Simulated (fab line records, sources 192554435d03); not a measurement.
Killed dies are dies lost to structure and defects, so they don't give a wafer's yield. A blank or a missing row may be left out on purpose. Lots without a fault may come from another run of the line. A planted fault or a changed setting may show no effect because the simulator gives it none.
fab line records | flow n5_finfet
record lots=7 wafers=39
route steps=1938 shown WELL_APT@48 DUMMY_GATE@250 MOL_CONTACT_COAG@551
start_h: hours from the record's first day to the start of the lot's first wafer shown | wait_h: hours since the lot's step before | " the same as in the row above | L1.1+2: a row that stands for several wafers | - no value, or no start given | * or withheld: withheld | < > ~ a bound
route shown NAME@n: a module of which the file shows steps, and the number in the route of the first | usual: mean/standard deviation of fault-free wafers | same: alike in all rows | chamber/n: place in a boat | sites: the reading at each site | _std_site: their standard deviation | _edge_site: outer sites' mean less inner sites' | radius_mm: how far each site lies from the wafer's centre | mask NAME#n: copy n | behind: the tool/chamber that last shaped the wafer | hold: why the lot was held/for how many hours/how that ended | device: the transistor (n, p or np) that didn't switch | end of line: the same wafers' tests at the end of the route | a step without rows: its recipe alone | killed: dies lost to structure and defects at the first sort, not the wafer's yield | map: a wafer's dies, x killed, . not, _ none there
set.NAME: the setting as run; set.NAME@STEP: as run at that earlier step | model.NAME: the simulator's own value behind a step, which no gauge read
lots whose settings were changed on purpose; a table a step, a row a wafer
## steps
# step N5_WELL_APT_IMPLANT_32
# recipe species=BF2 energy_kev=50 dose_cm2=2e+13 tilt_deg=0 rotation_deg=0
# columns lot.wafer tool chamber start_h wait_h set.energy_kev model.implant.rp_nm model.implant.drp_nm
L074.1+2+5 implanter-02 0 15.30 0.1 50 37.9 18.55
L074.3+4+6 " 0 " " 42.05 32.26 16.43
L077.1+4+5 implanter-02 0 33.55 0.1 44.93 33.63 17.2
L077.2+3+6 " 0 " " 50 37.37 18.55
L078.1+4+6 implanter-02 0 39.21 0.1 43.08 32.65 16.71
L078.2+3+5 " 0 " " 50 37.6 18.55
L080.1+3+6 implanter-02 0 51.39 0.3 53.98 39.16 19.61
L080.2+4+5 " 0 " " 50 36.3 18.55
L085.1+4+6 implanter-02 0 81.32 0.1 43.07 32.42 16.7
L085.2+3+5 " 0 " " 50 37.34 18.55
L092.4+5+6 implanter-01 0 123.22 0.1 50 36.49 18.55
L095.1+4+5 implanter-02 0 141.49 0.1 50 36.72 18.55
L095.2+3+6 " 0 " " 52.74 38.72 19.28
# step N5_WELL_APT_EPI_41
# recipe material=Si target_thk_a=500 temp_c=650 precursor=SiH4/H2 pressure_torr=20 time_s=297.7
# columns lot.wafer tool chamber start_h wait_h set.time_s model.Si_of_WELL_APT_EPI_41.thk_nm
L074.1+5 epi_rpcvd-01 0 16.28 0.0 313.4 52.8
L074.2 " 0 " " 297.7 50.17
L074.3 " 0 " " 297.7 50.54
L074.4 " 0 " " 297.7 50.27
L074.6 " 0 " " 313.4 53.38
L077.1 epi_rpcvd-04 0 34.32 0.0 274.7 46.64
L077.2 " 0 " " 297.7 50.65
L077.3 " 0 " " 274.7 47.43
L077.4 " 0 " " 297.7 50.34
L077.5 " 0 " " 297.7 51.47
L077.6 " 0 " " 274.7 46.47
L078.1 epi_rpcvd-04 0 40.10 0.0 297.7 50.36
L078.2 " 0 " " 297.7 49.25
L078.3 " 0 " " 297.7 49.27
L078.4 " 0 " " 297.7 50.21
L078.5 " 0 " " 297.7 49.85
L078.6 " 0 " " 297.7 49.96
L080.1 epi_rpcvd-04 0 52.30 0.0 297.7 49.02
L080.2 " 0 " " 297.7 49.43
L080.3 " 0 " " 297.7 49.45
L080.4 " 0 " " 297.7 49.12
L080.5 " 0 " " 297.7 48.95
L080.6 " 0 " " 297.7 49.06
L085.1 epi_rpcvd-02 0 82.05 0.0 297.7 49.13
L085.2 " 0 " " 297.7 49.38
L085.3 " 0 " " 297.7 49.16
L085.4 " 0 " " 284.1 46.86
L085.5 " 0 " " 284.1 46.8
L085.6 " 0 " " 284.1 46.68
L092.4 epi_rpcvd-02 0 124.15 0.3 297.7 50
L092.5 " 0 " " 297.7 50.03
L092.6 " 0 " " 297.7 49.93
L095.1 epi_rpcvd-04 0 142.21 0.0 297.7 48.94
L095.2 " 0 " " 282.4 46.72
L095.3 " 0 " " 297.7 49.43
L095.4 " 0 " " 282.4 46.77
L095.5 " 0 " " 297.7 49.3
L095.6 " 0 " " 282.4 47.26
# step N5_DUMMY_GATE_ETCH_42
# recipe chemistry=CHF3/O2 target=SiO2 target_depth_a=35 time_s=31 ion_energy_ev=30 bias_w=12 pressure_mtorr=30 source_w=600 Ar_flow_sccm=200 CHF3_flow_sccm=50 O2_flow_sccm=5
# usual rf_vpp_V=42.7/1
# columns lot.wafer tool chamber start_h wait_h set.bias_w rf_vpp_V
L074.1 rie_diel-03 1 46.20 0.2 13.06 44.5
L074.2 " 0 " " 12 41.1
L074.3 " 3 " " 13.06 46.8
L074.4 " 2 " " 13.06 46.0
L074.5 " 3 " " 12 42.8
L074.6 " 2 " " 12 43.0
L077.1 rie_diel-06 0 67.40 0.2 12 43.3
L077.2 " 3 " " 12.88 46.2
L077.3 " 1 " " 12.88 45.3
L077.4 " 2 " " 12 43.1
L077.5 " 1 " " 12.88 45.3
L077.6 " 0 " " 12 43.7
L078.1 rie_diel-03 3 75.32 0.0 13.19 45.3
L078.2 " 2 " " 12 42.5
L078.3 " 0 " " 13.19 46.0
L078.4 " 1 " " 13.19 44.5
L078.5 " 0 " " 12 41.6
L078.6 " 3 " " 12 43.9
L080.1 rie_diel-06 3 84.32 0.0 13.28 47.3
L080.2 " 0 " " 13.28 46.2
L080.3 " 1 " " 12 42.4
L080.4 " 2 " " 12 41.3
L080.5 " 3 " " 12 43.3
L080.6 " 2 " " 13.28 45.5
L085.1 rie_diel-06 3 113.54 0.0 10.31 38.6
L085.2 " 2 " " 12 42.5
L085.3 " 0 " " 10.31 37.6
L085.4 " 1 " " 12 43.1
L085.5 " 0 " " 10.31 39.2
L085.6 " 1 " " 12 42.9
L092.4 rie_diel-05 1 153.56 0.0 12 41.4
L092.5 " 0 " " 12 42.2
L092.6 " 3 " " 12 44.2
L095.1 rie_diel-06 2 175.83 0.0 13.26 45.2
L095.2 " 0 " " 12 42.2
L095.3 " 3 " " 13.26 47.1
L095.4 " 2 " " 12 42.5
L095.5 " 0 " " 12 42.6
L095.6 " 3 " " 13.26 48.4
# step N5_MOL_CONTACT_COAG_SPUTTER_130
# recipe material=Co target_thk_a=475 temp_c=25 chamber_pressure_pa=0.5 power_w=3000
# columns lot.wafer tool chamber start_h wait_h set.target_thk_a model.Co_of_MOL_CONTACT_COAG_SPUTTER_130.thk_nm
L074.1+2+5 pvd_sputter-01 - 91.79 0.0 475 47.6
L074.3 " - " " 475 47.8
L074.4 " - " " 475 47.4
L074.6 " - " " 475 46.8
L077.1+6 pvd_sputter-03 - 116.22 0.0 475 48.2
L077.2 " - " " 436.1 43.6
L077.3 " - " " 436.1 44.2
L077.4 " - " " 436.1 43.8
L077.5 " - " " 475 48.4
L078.1 pvd_sputter-01 - 128.41 0.0 475 46.6
L078.2+5 " - " " 475 47
L078.3 " - " " 475 47.2
L078.4+6 " - " " 475 46.8
L080.1+6 pvd_sputter-02 - 131.75 0.0 475 48.6
L080.2 " - " " 475 48.2
L080.3 " - " " 475 48
L080.4 " - " " 475 47.4
L080.5 " - " " 475 47.8
L085.1 pvd_sputter-03 - 159.44 0.0 475 47.8
L085.2 " - " " 475 47
L085.3 " - " " 522.6 52
L085.4 " - " " 475 47.6
L085.5 " - " " 522.6 52.4
L085.6 " - " " 522.6 51.8
L092.4 pvd_sputter-02 - 200.93 0.0 475 47.8
L092.5 " - " " 475 47
L092.6 " - " " 475 47.2
L095.1+3 pvd_sputter-03 - 227.70 0.0 475 47.8
L095.2 " - " " 530 53.2
L095.4 " - " " 475 47.6
L095.5 " - " " 530 52.8
L095.6 " - " " 530 53.6
## key
split step=N5_WELL_APT_IMPLANT_32 setting=energy_kev stated=50 by=wafer
response step=N5_WELL_APT_IMPLANT_32 reading=model.implant.rp_nm change=+0.358 per=1% r=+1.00
response step=N5_WELL_APT_IMPLANT_32 reading=model.implant.drp_nm change=+0.134 per=1% r=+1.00
split step=N5_WELL_APT_EPI_41 setting=time_s stated=297.7 by=wafer
response step=N5_WELL_APT_EPI_41 reading=model.Si_of_WELL_APT_EPI_41.thk_nm change=+0.503 per=1% r=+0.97
split step=N5_DUMMY_GATE_ETCH_42 setting=bias_w stated=12 by=wafer
response step=N5_DUMMY_GATE_ETCH_42 reading=rf_vpp_V change=+0.342 per=1% r=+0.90
split step=N5_MOL_CONTACT_COAG_SPUTTER_130 setting=target_thk_a stated=475 by=wafer
response step=N5_MOL_CONTACT_COAG_SPUTTER_130 reading=model.Co_of_MOL_CONTACT_COAG_SPUTTER_130.thk_nm change=+0.482 per=1% r=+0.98
